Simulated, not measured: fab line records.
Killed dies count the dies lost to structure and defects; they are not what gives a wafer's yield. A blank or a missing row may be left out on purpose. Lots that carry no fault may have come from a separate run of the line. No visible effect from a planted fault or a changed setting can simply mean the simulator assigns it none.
A single fault, viewed from 2 desks :: flow n5Finfet :: only its own numbers are on each desk; what lay behind them is given at the end

TOOL OWNER'S DESK, rieDiel-06
The tool's own readings at N5_FIN_SAQP_ETCH_57 (etches SiNx in CH3F/O2, target depth 32.5 nm, time 46.4 s): means of the sampled wafers that have a number, for each lot that ran on this tool. A lot is out of limits, marked OUT, if its mean lies more than 4 standard deviations from the usual mean; the brackets give that distance.
Columns: A = chamberPressureMTorr at N5_FIN_SAQP_ETCH_57, usual 29.998 mTorr; B = drypumpMotorCurrentA at N5_FIN_SAQP_ETCH_57, usual 5.8 A; C = etchRfOnTimeS at N5_FIN_SAQP_ETCH_57, usual 46.3 s; D = oesProductAu at N5_FIN_SAQP_ETCH_57, usual 0.68 a.u.; E = rfVppV at N5_FIN_SAQP_ETCH_57, usual 302 V; F = showerheadPlenumPTorr at N5_FIN_SAQP_ETCH_57, usual 2.03 Torr; G = throttleValvePct at N5_FIN_SAQP_ETCH_57, usual 16.4 %
lot: L966
first seen here: day 2 06:34
A: 30.001
B: 6.2
C: 46.7
D: 0.60
E: 303
F: 2.04
G: 16.7

lot: L969
first seen here: day 3 00:19
A: 29.994
B: 5.5
C: 47.7
D: 0.60
E: 303
F: 1.99
G: 16.5

lot: L975
first seen here: day 4 12:43
A: 29.989
B: 6.0
C: 38.6 (-8.2) OUT
D: 0.69
E: 304
F: 2.02
G: 16.7

lot: L979
first seen here: day 5 14:44
A: 29.953
B: 5.5
C: 41.5 (-5.1) OUT
D: 0.74
E: 303
F: 1.98
G: 16.4
This desk's finding: out of limits on L975, L979; first on L975, day 4 12:43 (etchRfOnTimeS at N5_FIN_SAQP_ETCH_57). In limits: L966, L969.

FROM THE METROLOGY DESK
Means of the sampled wafers that have a number, per lot and without regard to the tool the lot ran on: this is what the gauges read. A lot is out of limits, marked OUT, if its mean lies more than 4 standard deviations from the usual mean; the brackets give that distance. Only the readings that lie furthest out on some lot appear, 7 of the 11 it has.
Columns: A = DIBL_N at N5_BEOL_M4_RC_MEAS_101, usual 36.9 mV/V; B = DIBL_P at N5_BEOL_M4_RC_MEAS_101, usual 37.3 mV/V; C = IOFF_P at N5_BEOL_M4_RC_MEAS_101, usual 0.22 nA/um; D = ION_N at N5_BEOL_M4_RC_MEAS_101, usual 673 uA/um; E = ION_P at N5_BEOL_M4_RC_MEAS_101, usual 463 uA/um; F = SS_N at N5_BEOL_M4_RC_MEAS_101, usual 71.6 mV/dec; G = VT_P at N5_BEOL_M4_RC_MEAS_101, usual -250 mV
lot: L966
first seen here: day 2 06:31
A: 36.5
B: 38.7
C: 0.20
D: 669
E: 453
F: 72.2
G: -254

lot: L969
first seen here: day 3 00:16
A: 38.4
B: 37.5
C: 0.23
D: 679
E: 462
F: 72.2
G: -251

lot: L975
first seen here: day 4 12:37
A: 39.0
B: 39.9
C: 0.31
D: 678
E: 472
F: 72.2
G: -243

lot: L979
first seen here: day 5 14:10
A: 37.7
B: 37.4
C: 0.25
D: 691
E: 476
F: 71.8
G: -248

lot: L985
first seen here: day 7 00:01
A: 34.5
B: 34.4
C: 0.18
D: 676
E: 461
F: 70.9
G: -255

lot: L986
first seen here: day 7 07:49
A: 39.2
B: 40.6
C: 0.26
D: 677
E: 463
F: 72.8
G: -250
This desk found nothing out of limits on any of the 6 lots.

TAKEN TOGETHER
The tool owner's desk had the chance to raise an alarm at day 4 12:43 on L975, L979.
From the metrology desk's view, nothing was out of limits.
The metrology desk has L975, L979 on record, within its limits.
The lots listed all ran N5_FIN_SAQP_ETCH_57 on rieDiel-06.

WHAT THE SIMULATOR HAD PUT IN
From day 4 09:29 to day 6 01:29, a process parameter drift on rieDiel-06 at N5_FIN_SAQP_ETCH_57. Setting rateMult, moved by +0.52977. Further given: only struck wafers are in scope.
Lots struck among those shown: L975, L979.
Hours from the fault's start to each desk's first reading out of limits: the tool owner's desk, 3.
